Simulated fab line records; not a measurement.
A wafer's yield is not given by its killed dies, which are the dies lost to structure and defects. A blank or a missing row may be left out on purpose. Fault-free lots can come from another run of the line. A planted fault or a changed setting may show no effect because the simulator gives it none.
Which tool is to blame? ; flow n5Finfet ; 24 lots with 72 wafers sampled at 5 steps, on a route of 1938 steps

## WHAT THE GAUGES SHOWED, per wafer
N5_FIN_SAQP_OCD_MEAS_76.
lot;measured;on;trenchDepthNm (nm)
L074;day 2 02:23;ocd-01;119.7 122.9 118.6
L075;day 2 10:12;ocd-01;118.4 119.7 123.4
L076;day 2 13:42;ocd-02;118.5 119.9 119.2
L077;day 2 20:35;ocd-01;119.5 117.4 119.6
L078;day 3 03:05;ocd-02;120.3 121.4 118.0
L079;day 3 11:49;ocd-01;118.5 124.6 119.7
L080;day 3 15:51;ocd-01;117.6 121.1 120.9
L081;day 3 20:19;ocd-02;119.1 118.9 118.9
L082;day 4 02:31;ocd-02;121.1 119.5 121.0
L083;day 4 08:22;ocd-01;121.4 121.5 121.1
L084;day 4 14:21;ocd-01;118.2 119.3 118.3
L085;day 4 21:31;ocd-01;119.7 121.6 120.2
L086;day 5 03:37;ocd-02;119.0 116.1 120.5
L087;day 5 09:59;ocd-01;122.1 117.0 117.2
L088;day 5 15:11;ocd-02;118.5 119.5 119.8
L089;day 5 20:02;ocd-02;120.8 120.5 122.9
L090;day 6 05:02;ocd-02;118.7 118.1 119.8
L091;day 6 10:05;ocd-01;117.9 120.7 122.5
L092;day 6 16:16;ocd-02;118.7 116.2 116.6
L093;day 7 02:28;ocd-01;119.7 121.9 121.9
L094;day 7 03:40;ocd-02;117.4 118.4 121.9
L095;day 7 08:22;ocd-02;117.3 120.1 118.6
L096;day 7 17:05;ocd-01;120.1 121.5 121.8
L097;day 7 19:34;ocd-01;117.8 119.1 121.1

N5_STI_FIN_REVEAL_THK_MEAS_05.
lot;measured;on;thkNm (nm)
L074;day 2 10:01;filmMetro-01;132.0 128.6 131.0
L075;day 2 18:38;filmMetro-01;130.0 131.6 130.2
L076;day 3 02:39;filmMetro-01;131.7 131.2 130.1
L077;day 3 04:32;filmMetro-01;131.3 130.6 129.9
L078;day 3 10:07;filmMetro-01;131.9 130.6 132.3
L079;day 3 18:36;filmMetro-02;130.5 131.4 131.7
L080;day 3 23:00;filmMetro-01;132.2 132.8 131.2
L081;day 4 03:14;filmMetro-01;130.8 131.5 130.1
L082;day 4 09:18;filmMetro-02;131.2 130.1 133.5
L083;day 4 15:25;filmMetro-02;131.5 132.8 130.5
L084;day 4 21:08;filmMetro-01;131.4 132.9 131.7
L085;day 5 05:23;filmMetro-02;132.0 129.5 131.5
L086;day 5 11:48;filmMetro-01;131.2 129.5 130.8
L087;day 5 17:32;filmMetro-02;131.9 130.7 132.4
L088;day 5 22:07;filmMetro-02;132.1 132.8 130.8
L089;day 6 02:53;filmMetro-01;132.6 130.9 133.6
L090;day 6 12:08;filmMetro-01;134.1 132.2 132.4
L091;day 6 17:04;filmMetro-02;134.4 132.2 134.0
L092;day 6 23:07;filmMetro-01;132.4 133.0 131.5
L093;day 7 10:28;filmMetro-01;132.7 130.2 131.6
L094;day 7 10:45;filmMetro-01;131.0 131.4 131.3
L095;day 7 15:10;filmMetro-02;131.8 129.5 128.4
L096;day 8 00:04;filmMetro-02;132.6 133.0 130.8
L097;day 8 02:22;filmMetro-01;132.4 134.7 134.3

## EACH LOT AND THE TOOL THAT RAN IT (in order: tool; ch and the chambers of the sampled wafers; start)
lot;N5_FIN_SAQP_STRIP_70;N5_FIN_CUT_ETCH_21;N5_FIN_CUT_PRECLEAN_35
L074;rieDiel-03 ch 0,1, day 2 00:57;rieDiel-02 ch 0,1,2, day 2 02:56;vaporEtch-02 ch 0, day 2 03:23
L075;rieDiel-03 ch 0,2, day 2 08:46;rieDiel-02 ch 1,2,3, day 2 11:34;vaporEtch-02 ch 0,1, day 2 12:13
L076;rieDiel-01 ch 0,2,3, day 2 12:25;rieDiel-02 ch 0,1,2, day 2 14:17;vaporEtch-01 ch 0,1, day 2 14:44
L077;rieDiel-06 ch 0,3, day 2 19:10;rieDiel-02 ch 0,1,2, day 2 21:16;vaporEtch-02 ch 0,1, day 2 21:44
L078;rieDiel-03 ch 0,1,2, day 3 01:49;rieDiel-04 ch 0,1, day 3 03:46;vaporEtch-02 ch 0,1, day 3 04:13
L079;rieDiel-01 ch 1,2,3, day 3 10:17;rieDiel-02 ch 0,2,3, day 3 12:22;vaporEtch-02 ch 0,1, day 3 12:49
L080;rieDiel-01 ch 0,1,2, day 3 14:29;rieDiel-02 ch 0,1,3, day 3 16:28;vaporEtch-02 ch 0, day 3 17:13
L081;rieDiel-01 ch 0,2, day 3 18:58;rieDiel-04 ch 0,1, day 3 20:59;vaporEtch-01 ch 0, day 3 21:27
L082;rieDiel-01 ch 0,3, day 4 00:16;rieDiel-02 ch 0,1, day 4 03:04;vaporEtch-01 ch 1, day 4 03:31
L083;rieDiel-01 ch 2,3, day 4 07:05;rieDiel-04 ch 1,2, day 4 09:07;vaporEtch-02 ch 0,1, day 4 09:34
L084;rieDiel-06 ch 0,2,3, day 4 12:59;rieDiel-04 ch 0,1, day 4 14:53;vaporEtch-02 ch 0,1, day 4 15:21
L085;rieDiel-03 ch 0,1, day 4 19:16;rieDiel-02 ch 0,2,3, day 4 22:04;vaporEtch-01 ch 0,1, day 4 22:33
L086;rieDiel-01 ch 0,1,2, day 5 02:02;rieDiel-05 ch 1,2, day 5 04:10;vaporEtch-02 ch 0,1, day 5 04:38
L087;rieDiel-03 ch 0,3, day 5 08:08;rieDiel-04 ch 0,2,3, day 5 10:32;vaporEtch-02 ch 0,1, day 5 10:59
L088;rieDiel-01 ch 2,3, day 5 13:44;rieDiel-02 ch 0,2, day 5 15:52;vaporEtch-01 ch 0,1, day 5 16:19
L089;rieDiel-01 ch 2,3, day 5 18:46;rieDiel-05 ch 0,2,3, day 5 20:35;vaporEtch-02 ch 0,1, day 5 21:02
L090;rieDiel-03 ch 0,1,3, day 6 03:36;rieDiel-02 ch 0,1,3, day 6 05:42;vaporEtch-02 ch 0,1, day 6 06:10
L091;rieDiel-03 ch 0,2,3, day 6 08:43;rieDiel-04 ch 0,3, day 6 10:49;vaporEtch-02 ch 0,1, day 6 11:18
L092;rieDiel-06 ch 1,3, day 6 14:49;rieDiel-05 ch 0,1,3, day 6 16:48;vaporEtch-01 ch 0,1, day 6 17:17
L093;rieDiel-03 ch 0,1, day 7 01:11;rieDiel-04 ch 0,1,3, day 7 03:01;vaporEtch-01 ch 0,1, day 7 03:29
L094;rieDiel-06 ch 0,1, day 7 02:23;rieDiel-02 ch 0,1,3, day 7 04:13;vaporEtch-02 ch 0,1, day 7 04:41
L095;rieDiel-06 ch 0,1,2, day 7 07:05;rieDiel-04 ch 0,1,3, day 7 08:55;vaporEtch-02 ch 0,1, day 7 09:22
L096;rieDiel-06 ch 0,1,2, day 7 15:35;rieDiel-04 ch 1,2, day 7 17:49;vaporEtch-01 ch 0,1, day 7 18:16
L097;rieDiel-03 ch 0,1,2, day 7 18:17;rieDiel-05 ch 0,1,3, day 7 20:07;vaporEtch-02 ch 0,1, day 7 20:34
- N5_FIN_SAQP_STRIP_70: strips in N2/H2.
- N5_FIN_CUT_ETCH_21: etches SOC in N2/H2, target depth 219 nm, overetch 43.8 nm, time 523.5 s.
- N5_FIN_CUT_PRECLEAN_35: cleans in vHF, time 13.3 s.

## WHAT THE TOOLS THEMSELVES READ (means of the sampled wafers that have a number; where no wafer has one, the mark that the record gives instead)
N5_FIN_SAQP_STRIP_70.
lot;tool;drypumpMotorCurrentA (A);oesProductAu (a.u.);rfVppV (V);showerheadPlenumPTorr (Torr);throttleValvePct (%)
L074;rieDiel-03;5.3;0.70;122.4;3.46;18.9
L075;rieDiel-03;5.1;0.83;122.0;3.45;19.3
L076;rieDiel-01;6.0;0.83;122.9;3.53;18.7
L077;rieDiel-06;5.5;0.72;120.8;3.28;18.9
L078;rieDiel-03;5.2;0.77;122.6;3.46;19.2
L079;rieDiel-01;5.9;0.78;121.8;3.41;18.7
L080;rieDiel-01;5.7;0.81;122.2;3.43;18.5
L081;rieDiel-01;6.0;0.86;122.2;3.55;18.5
L082;rieDiel-01;6.5;0.75;122.6;3.48;18.8
L083;rieDiel-01;5.7;0.85;122.9;3.55;18.9
L084;rieDiel-06;5.8;0.71;121.1;3.33;19.1
L085;rieDiel-03;5.4;0.82;122.2;3.47;18.8
L086;rieDiel-01;5.8;0.79;122.7;3.42;18.5
L087;rieDiel-03;5.4;0.91;122.4;3.37;18.4
L088;rieDiel-01;5.7;0.83;122.6;3.54;18.9
L089;rieDiel-01;6.1;0.76;122.8;3.50;18.9
L090;rieDiel-03;5.6;0.82;122.0;3.38;18.7
L091;rieDiel-03;5.4;0.87;121.5;3.36;18.9
L092;rieDiel-06;6.2;0.72;122.0;3.37;18.7
L093;rieDiel-03;5.3;0.86;122.0;3.44;18.7
L094;rieDiel-06;6.3;0.72;123.1;3.46;18.7
L095;rieDiel-06;6.2;0.71;121.5;3.42;19.0
L096;rieDiel-06;6.2;0.71;121.9;3.42;19.0
L097;rieDiel-03;5.2;0.82;122.4;3.44;19.1

N5_FIN_CUT_ETCH_21.
lot;tool;drypumpMotorCurrentA (A);oesProductAu (a.u.);rfVppV (V);showerheadPlenumPTorr (Torr);throttleValvePct (%)
L074;rieDiel-02;5.3;0.69;240.8;2.54;17.72
L075;rieDiel-02;5.2;0.69;241.3;2.61;17.77
L076;rieDiel-02;5.3;0.68;241.4;2.53;17.73
L077;rieDiel-02;5.3;0.69;240.1;2.53;17.72
L078;rieDiel-04;5.7;0.71;241.3;2.54;17.68
L079;rieDiel-02;5.4;0.69;241.0;2.55;17.84
L080;rieDiel-02;5.2;0.67;240.4;2.57;17.96
L081;rieDiel-04;5.6;0.66;241.0;2.52;17.86
L082;rieDiel-02;5.1;0.66;240.1;2.55;17.86
L083;rieDiel-04;5.7;0.70;240.5;2.54;18.00
L084;rieDiel-04;5.5;0.66;240.7;2.52;17.88
L085;rieDiel-02;5.4;0.68;240.3;2.55;17.84
L086;rieDiel-05;5.6;0.76;240.3;2.56;17.62
L087;rieDiel-04;6.0;0.80;241.2;2.59;17.81
L088;rieDiel-02;5.5;0.67;239.0;2.47;17.82
L089;rieDiel-05;5.8;0.81;240.7;2.58;17.70
L090;rieDiel-02;5.2;0.65;240.0;2.56;17.98
L091;rieDiel-04;5.8;0.79;241.6;2.59;17.81
L092;rieDiel-05;5.8;0.75;241.0;2.55;17.70
L093;rieDiel-04;5.6;0.81;241.1;2.55;17.71
L094;rieDiel-02;5.2;0.65;240.7;2.56;17.99
L095;rieDiel-04;5.7;0.81;240.0;2.55;17.72
L096;rieDiel-04;5.7;0.85;240.4;2.53;17.75
L097;rieDiel-05;5.8;0.74;241.4;2.55;17.71

N5_FIN_CUT_PRECLEAN_35.
lot;tool;drypumpMotorCurrentA (A)
L074;vaporEtch-02;6.3
L075;vaporEtch-02;5.8
L076;vaporEtch-01;5.8
L077;vaporEtch-02;5.8
L078;vaporEtch-02;5.7
L079;vaporEtch-02;5.7
L080;vaporEtch-02;6.3
L081;vaporEtch-01;5.1
L082;vaporEtch-01;6.2
L083;vaporEtch-02;5.8
L084;vaporEtch-02;6.0
L085;vaporEtch-01;5.5
L086;vaporEtch-02;6.0
L087;vaporEtch-02;5.8
L088;vaporEtch-01;5.8
L089;vaporEtch-02;6.0
L090;vaporEtch-02;5.8
L091;vaporEtch-02;5.7
L092;vaporEtch-01;5.8
L093;vaporEtch-01;5.5
L094;vaporEtch-02;6.0
L095;vaporEtch-02;6.0
L096;vaporEtch-01;5.5
L097;vaporEtch-02;6.0

## THE ANSWER, worked out from the rows above alone
Rule: what is usual is taken from the lots themselves. Put in order of their means at a reading, lots are off if they are a third of the lots or fewer, leave a main group of 4 or more, and stand apart from it by a gap of 3 or more times the standard deviation of the main group's means; of several such gaps the widest counts. Not used: any main group whose means are identical at the precision the tables above print for the reading. A lot without any number at a reading at which 4 lots or more have one is off too. All remaining lots with rows at the step are treated as sound. The gauges are gone through in route order, then the tools' own readings, and for those a lot's mean is taken as printed above. At the first step where some lot is off, the reading lying furthest off is the one used; lots without a number count as furthest.
Across all readings shown, no lot is off: no conclusion can be drawn from this.

## WHAT THE SIMULATOR PUT IN
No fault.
